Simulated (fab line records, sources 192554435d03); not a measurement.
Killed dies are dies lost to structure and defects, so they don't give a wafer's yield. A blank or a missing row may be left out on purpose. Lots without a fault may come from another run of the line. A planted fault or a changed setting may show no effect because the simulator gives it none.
fab line records | flow n5_finfet
record lots=7 wafers=21
route steps=1938 shown BEOL_M0_SAQP@663 BEOL_M1@755 BEOL_M2@884 BEOL_M3@972 BEOL_M5@1120 BEOL_M7@1263
start_h: hours from the record's first day to the start of the lot's first wafer shown | wait_h: hours since the lot's step before | " the same as in the row above | L1.1+2: a row that stands for several wafers | - no value, or no start given | * or withheld: withheld | < > ~ a bound
route shown NAME@n: a module of which the file shows steps, and the number in the route of the first | usual: mean/standard deviation of fault-free wafers | same: alike in all rows | chamber/n: place in a boat | sites: the reading at each site | _std_site: their standard deviation | _edge_site: outer sites' mean less inner sites' | radius_mm: how far each site lies from the wafer's centre | mask NAME#n: copy n | behind: the tool/chamber that last shaped the wafer | hold: why the lot was held/for how many hours/how that ended | device: the transistor (n, p or np) that didn't switch | end of line: the same wafers' tests at the end of the route | a step without rows: its recipe alone | killed: dies lost to structure and defects at the first sort, not the wafer's yield | map: a wafer's dies, x killed, . not, _ none there
set.NAME: the setting as run; set.NAME@STEP: as run at that earlier step | model.NAME: the simulator's own value behind a step, which no gauge read
lots whose settings were changed on purpose; a table a step, a row a wafer
## steps
# step N5_BEOL_M0_SAQP_SPACER1_ALD_98
# recipe material=SiO2 target_thk_a=128 temp_c=300 ald_precursor_family=BDEAS ald_co_reactant=O2-plasma pulse_time_s=1 purge_time_s=2 co_reactant_purge_time_s=2 ald_cycles=138 pressure_torr=2
# columns lot.wafer tool chamber start_h wait_h set.ald_cycles model.SiO2_of_BEOL_M0_SAQP_SPACER1_ALD_98.thk_nm
L075.1+5 ald_sin-02 3,0 120.55 0.3 138 12.8
L075.6 " 3 " " 131 12.2
L083.2 ald_sin-02 0 161.87 0.8 148 13.8
L083.5 " 1 " " 138 12.8
L083.6 " 2 " " 148 13.6
L086.2+3 ald_sin-01 2,3 189.29 0.3 138 12.8
L086.4 " 0 " " 131 12.2
L087.1 ald_sin-02 2 193.22 0.3 138 12.8
L087.4+6 " 1,0 " " 127 11.8
L090.1+5 ald_sin-04 0 205.65 0.4 152 14.2
L090.4 " 2 " " 138 12.8
L091.2+4+6 ald_sin-01 1,2,1 208.56 0.3 138 12.8
L095.1 ald_sin-01 1 236.97 1.5 138 13
L095.2+3 " 2,0 " " 138 12.8
# step N5_BEOL_M0_SAQP_SPACER1_ETCHBACK_99
# recipe chemistry=CHF3/O2 mode=anisotropic_etchback target=SiO2 target_depth_a=154 time_s=7.7 pressure_mtorr=30 source_w=650 bias_w=170 Ar_flow_sccm=200 CHF3_flow_sccm=50 O2_flow_sccm=5 ion_energy_ev=200
# step N5_BEOL_M0_SAQP_MANDREL1_REMOVE_100
# recipe chemistry=HBr/Cl2/O2 bt_time_s=10 target=a-Si stop_on=SiNx endpoint=OES-SiCl over_etch_frac=0.85 icp_w=600 bias_w=30 HBr_flow_sccm=150 Cl2_flow_sccm=80 O2_flow_sccm=5 pressure_mtorr=10
# columns lot.wafer tool chamber start_h wait_h set.ald_cycles@BEOL_M0_SAQP_SPACER1_ALD_98 model.SiO2_of_BEOL_M0_SAQP_SPACER1_ALD_98.thk_nm model.BEOL_M0_SAQP.cd_nm
L075.1+5 rie_si-04 2,0 121.11 0.1 138 7.4 12.8
L075.6 " 1 " " 131 6.8 12.2
L083.2+6 rie_si-04 2,3 162.65 0.1 148 8.4 13.6
L083.5 " 2 " " 138 7.4 12.8
L086.2 rie_si-04 0 189.85 0.1 138 7.4 13
L086.3 " 3 " " 138 7.4 12.8
L086.4 " 3 " " 131 6.8 12.2
L087.1 rie_si-05 3 193.78 0.1 138 7.4 12.8
L087.4+6 " 2,3 " " 127 6.4 11.8
L090.1+5 rie_si-03 0,1 206.24 0.1 152 8.8 14.2
L090.4 " 2 " " 138 7.6 12.8
L091.2+4+6 rie_si-04 1,0,0 209.24 0.1 138 7.4 12.8
L095.1 rie_si-05 1 237.53 0.1 138 7.6 13
L095.2 " 0 " " 138 7.4 13
L095.3 " 3 " " 138 7.4 12.8
# step N5_BEOL_M0_SAQP_CD_MEAS_25
# recipe target_cd_nm=13.1 landing_energy_ev=1000 detector=se_inlens
# usual cd_nm=12.79/0.22
# columns lot.wafer tool chamber start_h wait_h set.ald_cycles@BEOL_M0_SAQP_SPACER1_ALD_98 cd_nm
L075.1 cd_sem-01 0 121.22 0.1 138 12.88
L075.5 " 0 " " 138 12.84
L075.6 " 0 " " 131 11.92
L083.2 cd_sem-01 0 162.76 0.1 148 13.54
L083.5 " 0 " " 138 12.41
L083.6 " 0 " " 148 13.54
L086.2 cd_sem-03 0 189.96 0.1 138 12.39
L086.3 " 0 " " 138 12.38
L086.4 " 0 " " 131 12.09
L087.1 cd_sem-01 0 193.89 0.1 138 12.80
L087.4 " 0 " " 127 11.89
L087.6 " 0 " " 127 11.52
L090.1 cd_sem-03 0 206.35 0.1 152 14.26
L090.4 " 0 " " 138 12.71
L090.5 " 0 " " 152 14.24
L091.2 cd_sem-01 0 209.35 0.1 138 12.41
L091.4 " 0 " " 138 13.31
L091.6 " 0 " " 138 12.99
L095.1 cd_sem-01 0 237.64 0.1 138 12.87
L095.2 " 0 " " 138 12.85
L095.3 " 0 " " 138 13.17
# step N5_BEOL_M1_COAT_61
# recipe resist=SOC temp_c=250 time_s=60 spin_rpm=1500 resist_thk_nm=60
# columns lot.wafer tool chamber start_h wait_h set.spin_rpm model.SOC_of_BEOL_M1_COAT_61.thk_nm
L075.1 litho_track-02 0 130.27 0.1 1452 61.2
L075.5+6 " 0 " " 1500 60
L083.2 litho_track-03 0 177.83 0.1 1500 60
L083.5 " 0 " " 1560 59
L083.6 " 0 " " 1560 58.8
L086.2 litho_track-01 0 203.37 0.1 1650 57.4
L086.3 " 0 " " 1650 57.2
L086.4 " 0 " " 1500 60.2
L087.1 litho_track-03 0 207.31 0.1 1500 60
L087.4 " 0 " " 1342 63.4
L087.6 " 0 " " 1342 63.6
L090.1 litho_track-02 0 216.24 0.1 1500 60
L090.4 " 0 " " 1583 58.4
L090.5 " 0 " " 1500 60.2
L091.2 litho_track-01 0 218.96 0.1 1500 60
L091.4+6 " 0 " " 1500 60.4
L095.1+3 litho_track-01 0 253.23 0.1 1627 57.8
L095.2 " 0 " " 1500 60.4
# step N5_BEOL_M1_COAT_05
# recipe resist=CAR-EUV spin_rpm=1500 resist_thk_nm=30
# columns lot.wafer tool chamber start_h wait_h set.spin_rpm model.CAR-EUV_of_BEOL_M1_COAT_05.thk_nm
L075.1+5+6 litho_track-02 0 - - 1374 31.4
L083.2 litho_track-03 0 - - 1500 30
L083.5+6 " 0 " " 1500 30.2
L086.2+4 litho_track-01 0 - - 1500 30
L086.3 " 0 " " 1378 31.4
L087.1+4+6 litho_track-03 0 - - 1457 30.4
L090.1+4+5 litho_track-02 0 - - 1557 29.4
L091.2 litho_track-01 0 - - 1500 29.8
L091.4+6 " 0 " " 1500 30
L095.1+2 litho_track-01 0 - - 1426 30.8
L095.3 " 0 " " 1500 30
# step N5_BEOL_M1_EBR_07
# recipe solvent=PGMEA ebr_width_mm=1.5
# step N5_BEOL_M1_SOFTBAKE_06
# recipe temp_c=110 time_s=60 resist=CAR-EUV
# step N5_BEOL_M1_EXPOSE_08
# recipe mask_id=M1 na=0.33 source_shape=dipole sigma_inner=0.369 sigma_outer=0.767 polarization=unpolarized dose_mj=33
# step N5_BEOL_M1_PEB_09
# recipe peb_temp_c=100 peb_time_s=60 resist=CAR-EUV
# step N5_BEOL_M1_DEVELOP_10
# recipe develop_time_s=30 developer=TMAH resist=CAR-EUV rinse_liquid=surfactant_rinse dry=air_spin dev_temp_c=23
# columns lot.wafer tool chamber start_h wait_h set.spin_rpm@BEOL_M1_COAT_05 model.CAR-EUV_of_BEOL_M1_COAT_05.thk_nm
L075.1 litho_track-01 0 - - 1374 31
L075.5+6 " 0 " " 1374 30.8
L083.2+5+6 litho_track-01 0 - - 1500 29.6
L086.2+4 litho_track-03 0 - - 1500 29.6
L086.3 " 0 " " 1378 30.8
L087.1+4+6 litho_track-02 0 - - 1457 30
L090.1+4+5 litho_track-03 0 - - 1557 29
L091.2+6 litho_track-02 0 - - 1500 29.4
L091.4 " 0 " " 1500 29.6
L095.1 litho_track-02 0 - - 1426 30.2
L095.2 " 0 " " 1426 30.4
L095.3 " 0 " " 1500 29.6
# step N5_BEOL_M1_ETCH_74
# recipe chemistry=N2/H2 target=underlayer target_depth_a=65 mask_material=CAR-EUV time_s=5.2 ion_energy_ev=200 pressure_mtorr=30 source_w=840 bias_w=150 n2_flow_sccm=200 h2_flow_sccm=200 ends=cleared
# step N5_BEOL_M1_ETCH_63
# recipe chemistry=CF4 target=SiARC target_depth_a=156 mask_material=CAR-EUV time_s=26 ion_energy_ev=80 pressure_mtorr=40 source_w=545 bias_w=36 Ar_flow_sccm=100 cf4_flow_sccm=100 ends=cleared
# step N5_BEOL_M1_ETCH_64
# recipe chemistry=N2/H2 target=SOC target_depth_a=750 overetch_a=150 mask_material=SiARC temp_c=40 time_s=112.5 ion_energy_ev=200 pressure_mtorr=30 source_w=840 bias_w=150 n2_flow_sccm=200 h2_flow_sccm=200
# columns lot.wafer tool chamber start_h wait_h set.spin_rpm@BEOL_M1_COAT_61 model.etch.depth_nm
L075.1 rie_diel-03 3 130.79 0.0 1452 61.11
L075.5 " 1 " " 1500 59.97
L075.6 " 3 " " 1500 60.1
L083.2 rie_diel-03 1 178.30 0.0 1500 60.05
L083.5 " 0 " " 1560 59.02
L083.6 " 1 " " 1560 58.85
L086.2 rie_diel-06 0 203.84 0.0 1650 57.44
L086.3 " 1 " " 1650 57.24
L086.4 " 2 " " 1500 60.16
L087.1 rie_diel-05 3 207.78 0.0 1500 59.98
L087.4 " 0 " " 1342 63.42
L087.6 " 3 " " 1342 63.57
L090.1 rie_diel-05 1 216.71 0.0 1500 59.97
L090.4 " 2 " " 1583 58.43
L090.5 " 2 " " 1500 60.1
L091.2 rie_diel-06 0 219.55 0.0 1500 60.07
L091.4 " 3 " " 1500 60.34
L091.6 " 2 " " 1500 60.38
L095.1 rie_diel-05 0 253.87 0.0 1627 57.76
L095.2 " 3 " " 1500 60.39
L095.3 " 1 " " 1627 57.86
# step N5_BEOL_M1_STRIP_65
# recipe chemistry=N2/H2 temp_c=40 n2_flow_sccm=200 h2_flow_sccm=200 rf_frequency_hz=6e+07
# step N5_BEOL_M1_STRIP_75
# recipe chemistry=N2/H2 temp_c=40 n2_flow_sccm=200 h2_flow_sccm=200 rf_frequency_hz=6e+07
# step N5_BEOL_M1_STRIP_66
# recipe chemistry=CF4 resist=SiARC power_w=300 bias_power_w=75 pressure_mtorr=50 cf4_flow_sccm=150 rf_frequency_hz=6e+07
# step N5_BEOL_M1_HM_OPEN_17
# recipe chemistry=Cl2/BCl3 target_depth_a=200 overetch_a=60 target=TiN mask_material=SOC ion_energy_ev=150 pressure_mtorr=10 icp_w=1000 bias_w=126 Cl2_flow_sccm=53.25 bcl3_flow_sccm=21.75 Ar_flow_sccm=25
# columns lot.wafer tool chamber start_h wait_h set.spin_rpm@BEOL_M1_COAT_61 model.SOC_of_BEOL_M1_COAT_61.thk_nm
L075.1 rie_metal-02 0 130.96 0.0 1452 53.2
L075.5 " 1 " " 1500 52
L075.6 " 0 " " 1500 52.2
L083.2 rie_metal-01 1 178.54 0.1 1500 52
L083.5 " 0 " " 1560 51
L083.6 " 1 " " 1560 50.8
L086.2 rie_metal-01 0 204.00 0.0 1650 49.4
L086.3 " 1 " " 1650 49.2
L086.4 " 0 " " 1500 52
L087.1 rie_metal-02 1 207.94 0.0 1500 52.2
L087.4 " 0 " " 1342 55.6
L087.6 " 0 " " 1342 55.8
L090.1 rie_metal-01 0 216.88 0.0 1500 52
L090.4 " 1 " " 1583 50.4
L090.5 " 1 " " 1500 52.2
L091.2 rie_metal-03 1 219.72 0.0 1500 52
L091.4 " 1 " " 1500 52.4
L091.6 " 0 " " 1500 52.6
L095.1 rie_metal-03 1 254.03 0.0 1627 49.8
L095.2 " 0 " " 1500 52.6
L095.3 " 0 " " 1627 50.2
# step N5_BEOL_M2_ETCH_70
# recipe chemistry=N2/H2 target=SOC target_depth_a=800 overetch_a=240 mask_material=SiARC temp_c=40 time_s=130 ion_energy_ev=200 pressure_mtorr=30 source_w=840 bias_w=150 n2_flow_sccm=200 h2_flow_sccm=200
# columns lot.wafer tool chamber start_h wait_h set.time_s model.SiARC_of_BEOL_M2_COAT_68.thk_nm
L075.1+5 rie_diel-04 1,2 147.91 0.0 130 5.8
L075.6 " 1 " " 108.7 6.8
L083.2 rie_diel-01 2 190.92 0.0 130 5.6
L083.5+6 " 3,2 " " 130 5.8
L086.2 rie_diel-01 0 221.45 0.0 141.8 5
L086.3 " 3 " " 141.8 5.4
L086.4 " 1 " " 130 5.8
L087.1+4 rie_diel-04 3,2 238.23 0.0 130 5.8
L087.6 " 1 " " 153 4.8
L090.1+4 rie_diel-04 1,0 249.26 0.0 113.8 6.6
L090.5 " 0 " " 130 6
L091.2 rie_diel-04 2 249.63 0.0 130 6
L091.4+6 " 1,2 " " 130 5.8
L095.1 rie_diel-01 1 272.85 0.0 130 5.8
L095.2 " 0 " " 110.1 6.6
L095.3 " 2 " " 110.1 6.8
# step N5_BEOL_M2_TRENCH_ETCH_37
# recipe chemistry=C4F6/O2 target_depth_a=555.55 target=SiOC time_s=29.2 ion_energy_ev=250 pressure_mtorr=30 source_w=355 bias_w=185 Ar_flow_sccm=300 C4F6_flow_sccm=10 O2_flow_sccm=10
# usual rf_vpp_V=667/10
# columns lot.wafer tool chamber start_h wait_h set.bias_w rf_vpp_V model.BEOL_M2.feature_depth_nm model.etch.depth_nm
L075.1 rie_diel-04 1 - - 185 654 56.8 56.7
L075.5 " 2 " " 185 653 56.2 56.28
L075.6 " 1 " " 185 653 56.6 56.57
L083.2 rie_diel-01 2 - - 185 677 56 56.09
L083.5 " 3 " " 185 660 56 55.95
L083.6 " 2 " " 185 676 56.2 56.16
L086.2 rie_diel-01 0 - - 152.4 586 52.8 52.87
L086.3 " 3 " " 152.4 563 52.4 52.37
L086.4 " 1 " " 152.4 573 52.2 52.13
L087.1 rie_diel-04 3 - - 210.8 734 58.2 58.27
L087.4 " 2 " " 210.8 723 58.6 58.65
L087.6 " 1 " " 185 654 56.4 56.33
L090.1 rie_diel-04 1 - - 199.9 695 57.4 57.32
L090.4 " 0 " " 199.9 703 56.6 56.51
L090.5 " 0 " " 199.9 701 56.2 56.23
L091.2 rie_diel-04 2 - - 185 653 56.2 56.19
L091.4 " 1 " " 185 654 56.4 56.41
L091.6 " 2 " " 185 653 56.6 56.66
L095.1 rie_diel-01 1 - - 185 668 55.2 55.13
L095.2 " 0 " " 205.3 745 57.4 57.38
L095.3 " 2 " " 205.3 735 57 57.01
# step N5_BEOL_M3_ALD_98
# recipe material=SiO2 target_thk_a=25 temp_c=100 ald_precursor_family=BDEAS ald_co_reactant=O2-plasma pulse_time_s=1 co_reactant_pulse_time_s=1 purge_time_s=2 co_reactant_purge_time_s=2 ald_cycles=17 pressure_torr=2
# columns lot.wafer tool chamber start_h wait_h set.ald_cycles model.SiO2_of_BEOL_M3_ALD_98.thk_nm
L075.1+6 ald_sin-03 1,3 156.72 0.1 17 2.6
L075.5 " 2 " " 19 2.8
L083.2+5+6 ald_sin-03 1,2,1 201.90 0.1 17 2.4
L086.2 ald_sin-02 2 229.55 0.1 14 2
L086.3 " 0 " " 17 2.6
L086.4 " 3 " " 17 2.4
L087.1+4 ald_sin-03 0,3 244.82 0.3 18 2.6
L087.6 " 2 " " 17 2.4
L090.1+5 ald_sin-01 3 256.21 0.1 15 2.2
L090.4 " 2 " " 17 2.6
L091.2+6 ald_sin-01 3 256.36 0.1 17 2.6
L091.4 " 0 " " 17 2.4
L095.1+2 ald_sin-02 3,1 279.39 0.5 15 2.2
L095.3 " 2 " " 17 2.4
# step N5_BEOL_M5_COAT_05
# recipe resist=CAR-EUV spin_rpm=1500 resist_thk_nm=30
# columns lot.wafer tool chamber start_h wait_h set.spin_rpm model.CAR-EUV_of_BEOL_M5_COAT_05.thk_nm
L075.1 litho_track-05 0 - - 1355 31.4
L075.5+6 " 0 " " 1500 30
L083.2+6 litho_track-04 0 - - 1500 30.2
L083.5 " 0 " " 1500 30
L086.2+3 litho_track-04 0 - - 1500 30
L086.4 " 0 " " 1663 28.4
L087.1+4 litho_track-05 0 - - 1655 28.4
L087.6 " 0 " " 1500 29.8
L090.1 litho_track-02 0 - - 1500 30
L090.4 " 0 " " 1500 29.8
L090.5 " 0 " " 1454 30.4
L091.2+4+6 litho_track-05 0 - - 1500 30
L095.1+3 litho_track-05 0 - - 1500 30
L095.2 " 0 " " 1367 31.4
# step N5_BEOL_M5_ETCH_72
# recipe chemistry=N2/H2 target=underlayer target_depth_a=65 mask_material=CAR-EUV time_s=5.2 ion_energy_ev=200 pressure_mtorr=30 source_w=840 bias_w=150 n2_flow_sccm=200 h2_flow_sccm=200 ends=cleared
# usual rf_vpp_V=523.9/2.1
# columns lot.wafer tool chamber start_h wait_h set.bias_w rf_vpp_V
L075.1 rie_diel-05 1 178.67 0.0 150 521.5
L075.5 " 1 " " 150 523.4
L075.6 " 2 " " 160.9 545.2
L083.2 rie_diel-06 2 228.58 0.0 150 524.3
L083.5 " 0 " " 150 520.8
L083.6 " 3 " " 150 522.8
L086.2 rie_diel-06 0 265.12 0.0 141.8 504.6
L086.3 " 1 " " 141.8 508.6
L086.4 " 3 " " 150 523.2
L087.1 rie_diel-05 0 272.49 0.0 150 524.5
L087.4 " 2 " " 131.9 484.2
L087.6 " 2 " " 150 522.9
L090.1 rie_diel-05 3 283.84 0.0 150 524.9
L090.4 " 3 " " 150 521.9
L090.5 " 1 " " 174.4 574.2
L091.2 rie_diel-06 0 295.35 0.0 150 524.8
L091.4 " 3 " " 150 521.6
L091.6 " 3 " " 150 522.8
L095.1 rie_diel-06 0 311.31 0.0 143.1 510.1
L095.2 " 1 " " 143.1 513.5
L095.3 " 3 " " 150 522.3
# step N5_BEOL_M7_ILD_DEP_00
# recipe material=SiCOH_lowk target_thk_a=1797.5 temp_c=300 precursor=DEMS/porogen pressure_torr=5 rf_w=500 time_s=33.4
# columns lot.wafer tool chamber start_h wait_h set.time_s model.SiCOH_lowk_of_BEOL_M7_ILD_DEP_00.thk_nm
L075.1 pecvd-03 2 200.89 0.0 33.4 178
L075.5 " 0 " " 28.69 159.2
L075.6 " 1 " " 28.69 156.4
L083.2 pecvd-01 0 249.41 0.0 33.4 179.2
L083.5 " 1 " " 33.4 182.8
L083.6 " 0 " " 33.4 181.8
L086.2 pecvd-03 1 284.19 0.0 36.73 196
L086.3 " 2 " " 33.4 178.6
L086.4 " 2 " " 36.73 198.8
L087.1 pecvd-03 0 292.66 0.0 33.4 177.6
L087.4 " 1 " " 33.4 181.2
L087.6 " 1 " " 33.4 182.8
L090.1 pecvd-03 2 300.36 0.0 37.14 196.6
L090.4 " 1 " " 33.4 179.6
L090.5 " 0 " " 33.4 176.2
L091.2 pecvd-04 1 312.79 0.0 33.4 179
L091.4 " 0 " " 33.4 183.4
L091.6 " 1 " " 33.4 181.4
L095.1 pecvd-01 1 327.83 0.0 33.4 178.2
L095.2 " 2 " " 33.4 177
L095.3 " 0 " " 33.4 176.6
# step N5_BEOL_M7_CURE_74
# recipe temp_c=385 time_s=240 ambient=He/Ar material=SiCOH_lowk
# columns lot.wafer tool chamber start_h wait_h set.time_s@BEOL_M7_ILD_DEP_00 model.SiCOH_lowk_of_BEOL_M7_ILD_DEP_00.thk_nm
L075.1 uv_cure-01 2 200.95 0.0 33.4 153.6
L075.5 " 2 " " 28.69 137
L075.6 " 2 " " 28.69 134.8
L083.2 uv_cure-03 1 249.64 0.2 33.4 154.4
L083.5 " 1 " " 33.4 157.8
L083.6 " 1 " " 33.4 156.8
L086.2 uv_cure-03 0 284.34 0.1 36.73 169.2
L086.3 " 0 " " 33.4 154
L086.4 " 0 " " 36.73 171.6
L087.1 uv_cure-01 1 292.75 0.1 33.4 153.2
L087.4 " 1 " " 33.4 156.4
L087.6 " 1 " " 33.4 157.6
L090.1 uv_cure-03 1 300.42 0.0 37.14 169.6
L090.4 " 1 " " 33.4 155
L090.5 " 1 " " 33.4 151.8
L091.2 uv_cure-03 1 312.94 0.1 33.4 154.4
L091.4 " 1 " " 33.4 158.2
L091.6 " 1 " " 33.4 156.4
L095.1 uv_cure-01 2 328.15 0.3 33.4 153.6
L095.2 " 2 " " 33.4 152.6
L095.3 " 2 " " 33.4 152.2
# step N5_BEOL_M7_THK_MEAS_01
# recipe reads=SiCOH_lowk_of_BEOL_M7_ILD_DEP_00
# usual M7_ILD_THK=155.5/1.9
# columns lot.wafer tool chamber start_h wait_h set.time_s@BEOL_M7_ILD_DEP_00 M7_ILD_THK[nm]
L075.1 film_metro-02 - 201.94 0.8 33.4 153.5
L075.5 " - " " 28.69 137.0
L075.6 " - " " 28.69 134.8
L083.2 film_metro-01 - 250.47 0.7 33.4 154.4
L083.5 " - " " 33.4 157.8
L083.6 " - " " 33.4 156.8
L086.2 film_metro-02 - 284.78 0.4 36.73 169.2
L086.3 " - " " 33.4 154.0
L086.4 " - " " 36.73 171.5
L087.1 film_metro-01 - 293.26 0.4 33.4 153.2
L087.4 " - " " 33.4 156.3
L087.6 " - " " 33.4 157.6
L090.1 film_metro-01 - 301.23 0.7 37.14 169.7
L090.4 " - " " 33.4 154.8
L090.5 " - " " 33.4 151.8
L091.2 film_metro-01 - 313.37 0.4 33.4 154.5
L091.4 " - " " 33.4 158.2
L091.6 " - " " 33.4 156.6
L095.1 film_metro-02 - 328.66 0.4 33.4 153.5
L095.2 " - " " 33.4 152.4
L095.3 " - " " 33.4 152.2
## key
split step=N5_BEOL_M0_SAQP_SPACER1_ALD_98 setting=ald_cycles stated=138 by=wafer
response step=N5_BEOL_M0_SAQP_SPACER1_ALD_98 reading=model.SiO2_of_BEOL_M0_SAQP_SPACER1_ALD_98.thk_nm change=+0.129 per=1% r=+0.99
response step=N5_BEOL_M0_SAQP_MANDREL1_REMOVE_100 reading=model.SiO2_of_BEOL_M0_SAQP_SPACER1_ALD_98.thk_nm change=+0.124 per=1% r=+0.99
response step=N5_BEOL_M0_SAQP_MANDREL1_REMOVE_100 reading=model.BEOL_M0_SAQP.cd_nm change=+0.128 per=1% r=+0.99
response step=N5_BEOL_M0_SAQP_CD_MEAS_25 reading=cd_nm change=+0.144 per=1% r=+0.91
split step=N5_BEOL_M1_COAT_61 setting=spin_rpm stated=1500 by=wafer
response step=N5_BEOL_M1_COAT_61 reading=model.SOC_of_BEOL_M1_COAT_61.thk_nm change=-0.311 per=1% r=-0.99
response step=N5_BEOL_M1_ETCH_64 reading=model.etch.depth_nm change=-0.306 per=1% r=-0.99
response step=N5_BEOL_M1_HM_OPEN_17 reading=model.SOC_of_BEOL_M1_COAT_61.thk_nm change=-0.304 per=1% r=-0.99
split step=N5_BEOL_M1_COAT_05 setting=spin_rpm stated=1500 by=wafer
response step=N5_BEOL_M1_COAT_05 reading=model.CAR-EUV_of_BEOL_M1_COAT_05.thk_nm change=-0.169 per=1% r=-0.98
response step=N5_BEOL_M1_DEVELOP_10 reading=model.CAR-EUV_of_BEOL_M1_COAT_05.thk_nm change=-0.146 per=1% r=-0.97
split step=N5_BEOL_M2_ETCH_70 setting=time_s stated=130 by=wafer
response step=N5_BEOL_M2_ETCH_70 reading=model.SiARC_of_BEOL_M2_COAT_68.thk_nm change=-0.0577 per=1% r=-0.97
split step=N5_BEOL_M2_TRENCH_ETCH_37 setting=bias_w stated=185 by=wafer
response step=N5_BEOL_M2_TRENCH_ETCH_37 reading=rf_vpp_V change=+5.83 per=1% r=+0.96
response step=N5_BEOL_M2_TRENCH_ETCH_37 reading=model.BEOL_M2.feature_depth_nm change=+0.158 per=1% r=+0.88
response step=N5_BEOL_M2_TRENCH_ETCH_37 reading=model.etch.depth_nm change=+0.166 per=1% r=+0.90
split step=N5_BEOL_M3_ALD_98 setting=ald_cycles stated=17 by=wafer
response step=N5_BEOL_M3_ALD_98 reading=model.SiO2_of_BEOL_M3_ALD_98.thk_nm change=+0.0255 per=1% r=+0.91
split step=N5_BEOL_M5_COAT_05 setting=spin_rpm stated=1500 by=wafer
response step=N5_BEOL_M5_COAT_05 reading=model.CAR-EUV_of_BEOL_M5_COAT_05.thk_nm change=-0.146 per=1% r=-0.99
split step=N5_BEOL_M5_ETCH_72 setting=bias_w stated=150 by=wafer
response step=N5_BEOL_M5_ETCH_72 reading=rf_vpp_V change=+3.13 per=1% r=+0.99
split step=N5_BEOL_M7_ILD_DEP_00 setting=time_s stated=33.4 by=wafer
response step=N5_BEOL_M7_ILD_DEP_00 reading=model.SiCOH_lowk_of_BEOL_M7_ILD_DEP_00.thk_nm change=+1.61 per=1% r=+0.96
response step=N5_BEOL_M7_CURE_74 reading=model.SiCOH_lowk_of_BEOL_M7_ILD_DEP_00.thk_nm change=+1.4 per=1% r=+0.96
response step=N5_BEOL_M7_THK_MEAS_01 reading=M7_ILD_THK change=+1.4 per=1% r=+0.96
